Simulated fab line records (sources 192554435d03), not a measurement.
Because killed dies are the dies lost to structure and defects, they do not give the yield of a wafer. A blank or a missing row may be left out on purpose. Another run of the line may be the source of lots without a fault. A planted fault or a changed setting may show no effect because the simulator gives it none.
Split-lot trial :: flow n5-finfet :: 7 lots, 39 wafers read, on a route of 1938 steps

THE SPLIT ITSELF
At N5_BEOL_M4_HM_DEP_02 (deposits TiN, target thk 20 nm), the setting target-thk-a was moved away from the recipe's 200 angstrom on 18 of the 39 wafers read, by -32.3% to +17.9%. This setting was run at the recipe's value on the other wafers.

FROM THE SPLIT TO THE READING: what the file shows between them, 4 steps
- N5_BEOL_M4_COAT_61: time 60 s, resist thk 60 nm
- N5_BEOL_M4_COAT_62: time 60 s, resist thk 12 nm
- N5_BEOL_M4_STRIP_75: strips in N2/H2
- N5_BEOL_M4_STRIP_66: strips in CF4

THE READING
etch.depth-nm (the simulator's own value, which no gauge read), in nm, at N5_BEOL_M4_HM_OPEN_17 (chemistry Cl2/BCl3, target TiN, target depth 20 nm, overetch 6 nm). No usual value for it is given in the file. Average 19.86 nm, standard deviation 0.19 nm, over the 21 wafers here run with the recipe.

wafer: L077.1
tool, chamber at the split: pvd-sputter-02, -
target-thk-a as run, angstrom: 200
against the recipe: recipe
etch.depth-nm, nm: 19.92
against lot-mates on the recipe: -

wafer: L077.2
tool, chamber at the split: pvd-sputter-02, -
target-thk-a as run, angstrom: 200
against the recipe: recipe
etch.depth-nm, nm: 19.84
against lot-mates on the recipe: -

wafer: L077.3
tool, chamber at the split: pvd-sputter-02, -
target-thk-a as run, angstrom: 200
against the recipe: recipe
etch.depth-nm, nm: 19.61
against lot-mates on the recipe: -

wafer: L077.4
tool, chamber at the split: pvd-sputter-02, -
target-thk-a as run, angstrom: 235.9
against the recipe: +17.9%
etch.depth-nm, nm: 23.59
against lot-mates on the recipe: +3.80

wafer: L077.5
tool, chamber at the split: pvd-sputter-02, -
target-thk-a as run, angstrom: 235.9
against the recipe: +17.9%
etch.depth-nm, nm: 23.32
against lot-mates on the recipe: +3.53

wafer: L077.6
tool, chamber at the split: pvd-sputter-02, -
target-thk-a as run, angstrom: 235.9
against the recipe: +17.9%
etch.depth-nm, nm: 23.39
against lot-mates on the recipe: +3.60

wafer: L080.1
tool, chamber at the split: pvd-sputter-03, -
target-thk-a as run, angstrom: 200
against the recipe: recipe
etch.depth-nm, nm: 19.89
against lot-mates on the recipe: -

wafer: L080.2
tool, chamber at the split: pvd-sputter-03, -
target-thk-a as run, angstrom: 147
against the recipe: -26.5%
etch.depth-nm, nm: 14.55
against lot-mates on the recipe: -5.32

wafer: L080.3
tool, chamber at the split: pvd-sputter-03, -
target-thk-a as run, angstrom: 147
against the recipe: -26.5%
etch.depth-nm, nm: 14.59
against lot-mates on the recipe: -5.28

wafer: L080.4
tool, chamber at the split: pvd-sputter-03, -
target-thk-a as run, angstrom: 200
against the recipe: recipe
etch.depth-nm, nm: 19.72
against lot-mates on the recipe: -

wafer: L080.5
tool, chamber at the split: pvd-sputter-03, -
target-thk-a as run, angstrom: 147
against the recipe: -26.5%
etch.depth-nm, nm: 14.49
against lot-mates on the recipe: -5.38

wafer: L080.6
tool, chamber at the split: pvd-sputter-03, -
target-thk-a as run, angstrom: 200
against the recipe: recipe
etch.depth-nm, nm: 20.01
against lot-mates on the recipe: -

wafer: L082.1
tool, chamber at the split: pvd-sputter-02, -
target-thk-a as run, angstrom: 154.4
against the recipe: -22.8%
etch.depth-nm, nm: 15.15
against lot-mates on the recipe: -4.83

wafer: L082.2
tool, chamber at the split: pvd-sputter-02, -
target-thk-a as run, angstrom: 200
against the recipe: recipe
etch.depth-nm, nm: 20.01
against lot-mates on the recipe: -

wafer: L082.3
tool, chamber at the split: pvd-sputter-02, -
target-thk-a as run, angstrom: 154.4
against the recipe: -22.8%
etch.depth-nm, nm: 15.33
against lot-mates on the recipe: -4.65

wafer: L082.4
tool, chamber at the split: pvd-sputter-02, -
target-thk-a as run, angstrom: 154.4
against the recipe: -22.8%
etch.depth-nm, nm: 15.48
against lot-mates on the recipe: -4.50

wafer: L082.5
tool, chamber at the split: pvd-sputter-02, -
target-thk-a as run, angstrom: 200
against the recipe: recipe
etch.depth-nm, nm: 19.92
against lot-mates on the recipe: -

wafer: L082.6
tool, chamber at the split: pvd-sputter-02, -
target-thk-a as run, angstrom: 200
against the recipe: recipe
etch.depth-nm, nm: 20
against lot-mates on the recipe: -

wafer: L084.3
tool, chamber at the split: pvd-sputter-02, -
target-thk-a as run, angstrom: 200
against the recipe: recipe
etch.depth-nm, nm: 19.78
against lot-mates on the recipe: -

wafer: L084.4
tool, chamber at the split: pvd-sputter-02, -
target-thk-a as run, angstrom: 200
against the recipe: recipe
etch.depth-nm, nm: 19.4
against lot-mates on the recipe: -

wafer: L084.6
tool, chamber at the split: pvd-sputter-02, -
target-thk-a as run, angstrom: 200
against the recipe: recipe
etch.depth-nm, nm: 19.54
against lot-mates on the recipe: -

wafer: L088.1
tool, chamber at the split: pvd-sputter-01, -
target-thk-a as run, angstrom: 200
against the recipe: recipe
etch.depth-nm, nm: 20.15
against lot-mates on the recipe: -

wafer: L088.2
tool, chamber at the split: pvd-sputter-01, -
target-thk-a as run, angstrom: 166.5
against the recipe: -16.8%
etch.depth-nm, nm: 16.79
against lot-mates on the recipe: -3.24

wafer: L088.3
tool, chamber at the split: pvd-sputter-01, -
target-thk-a as run, angstrom: 200
against the recipe: recipe
etch.depth-nm, nm: 19.89
against lot-mates on the recipe: -

wafer: L088.4
tool, chamber at the split: pvd-sputter-01, -
target-thk-a as run, angstrom: 166.5
against the recipe: -16.8%
etch.depth-nm, nm: 16.68
against lot-mates on the recipe: -3.35

wafer: L088.5
tool, chamber at the split: pvd-sputter-01, -
target-thk-a as run, angstrom: 200
against the recipe: recipe
etch.depth-nm, nm: 20.05
against lot-mates on the recipe: -

wafer: L088.6
tool, chamber at the split: pvd-sputter-01, -
target-thk-a as run, angstrom: 166.5
against the recipe: -16.8%
etch.depth-nm, nm: 16.69
against lot-mates on the recipe: -3.34

wafer: L089.1
tool, chamber at the split: pvd-sputter-02, -
target-thk-a as run, angstrom: 135.4
against the recipe: -32.3%
etch.depth-nm, nm: 13.39
against lot-mates on the recipe: -6.64

wafer: L089.2
tool, chamber at the split: pvd-sputter-02, -
target-thk-a as run, angstrom: 135.4
against the recipe: -32.3%
etch.depth-nm, nm: 13.9
against lot-mates on the recipe: -6.13

wafer: L089.3
tool, chamber at the split: pvd-sputter-02, -
target-thk-a as run, angstrom: 200
against the recipe: recipe
etch.depth-nm, nm: 19.93
against lot-mates on the recipe: -

wafer: L089.4
tool, chamber at the split: pvd-sputter-02, -
target-thk-a as run, angstrom: 200
against the recipe: recipe
etch.depth-nm, nm: 20.16
against lot-mates on the recipe: -

wafer: L089.5
tool, chamber at the split: pvd-sputter-02, -
target-thk-a as run, angstrom: 200
against the recipe: recipe
etch.depth-nm, nm: 19.99
against lot-mates on the recipe: -

wafer: L089.6
tool, chamber at the split: pvd-sputter-02, -
target-thk-a as run, angstrom: 135.4
against the recipe: -32.3%
etch.depth-nm, nm: 13.25
against lot-mates on the recipe: -6.78

wafer: L095.1
tool, chamber at the split: pvd-sputter-01, -
target-thk-a as run, angstrom: 168.7
against the recipe: -15.7%
etch.depth-nm, nm: 16.66
against lot-mates on the recipe: -3.11

wafer: L095.2
tool, chamber at the split: pvd-sputter-01, -
target-thk-a as run, angstrom: 200
against the recipe: recipe
etch.depth-nm, nm: 19.83
against lot-mates on the recipe: -

wafer: L095.3
tool, chamber at the split: pvd-sputter-01, -
target-thk-a as run, angstrom: 200
against the recipe: recipe
etch.depth-nm, nm: 19.83
against lot-mates on the recipe: -

wafer: L095.4
tool, chamber at the split: pvd-sputter-01, -
target-thk-a as run, angstrom: 168.7
against the recipe: -15.7%
etch.depth-nm, nm: 16.64
against lot-mates on the recipe: -3.13

wafer: L095.5
tool, chamber at the split: pvd-sputter-01, -
target-thk-a as run, angstrom: 200
against the recipe: recipe
etch.depth-nm, nm: 19.64
against lot-mates on the recipe: -

wafer: L095.6
tool, chamber at the split: pvd-sputter-01, -
target-thk-a as run, angstrom: 168.7
against the recipe: -15.7%
etch.depth-nm, nm: 16.77
against lot-mates on the recipe: -3.00

FIT RESULTS
A straight line over all 39 wafers: etch.depth-nm changes by +0.198 nm for each +1% of target-thk-a; r = +1.00; the points scatter about the line by 0.18 nm.
The same after taking each lot's own level away (the mean of its wafers on the recipe; 39 wafers): +0.202 nm for each +1%; r = +1.00; scatter 0.13 nm.
That fit puts the effect of the largest move of target-thk-a on the reading at 6.5 nm.
The span of the lots' own levels, 19.573 to 20.030 nm, comes to 2.4 times the standard deviation stated above.
The two slopes are in agreement: the lot-to-lot level therefore moves the slope only a little.
Check: -6.49 nm against its lot-mates is what the line predicts for one of the wafers moved furthest among these (-32.3%) when that wafer is left out of the fit. It came out at -6.64 nm against them.

FURTHER SPLITS ON THESE WAFERS
These wafers also went through other splits before the reading. Each is held against what the fit with the lots' levels taken away leaves over:
other split on the same wafers: N5_SD_EPI_P_EPI_21 time-s
wafers away from the commonest value: 18
r with etch.depth-nm (lot level and that fit taken away): -0.04

other split on the same wafers: N5_HKMG_FIN_NWFM_ALD_20 ald-cycles
wafers away from the commonest value: 12
r with etch.depth-nm (lot level and that fit taken away): -0.08

THE WHOLE CHAIN: every reading that the file lists as answering this split, in the file's order
step: N5_BEOL_M4_HM_DEP_02
what it does: deposits TiN, target thk 20 nm
reading: TiN_of_BEOL_M4_HM_DEP_02.thk-nm (the simulator's own value, which no gauge read)
change (the file's fit): +0.203 nm for each +1% of the setting
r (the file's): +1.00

step: N5_BEOL_M4_HM_OPEN_17
what it does: chemistry Cl2/BCl3, target TiN, target depth 20 nm, overetch 6 nm
reading: etch.depth-nm (the simulator's own value, which no gauge read)
change (the file's fit): +0.201 nm for each +1% of the setting
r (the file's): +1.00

THE FILE'S OWN FIT
etch.depth-nm changes by +0.201 nm for each +1% of target-thk-a, r = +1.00.
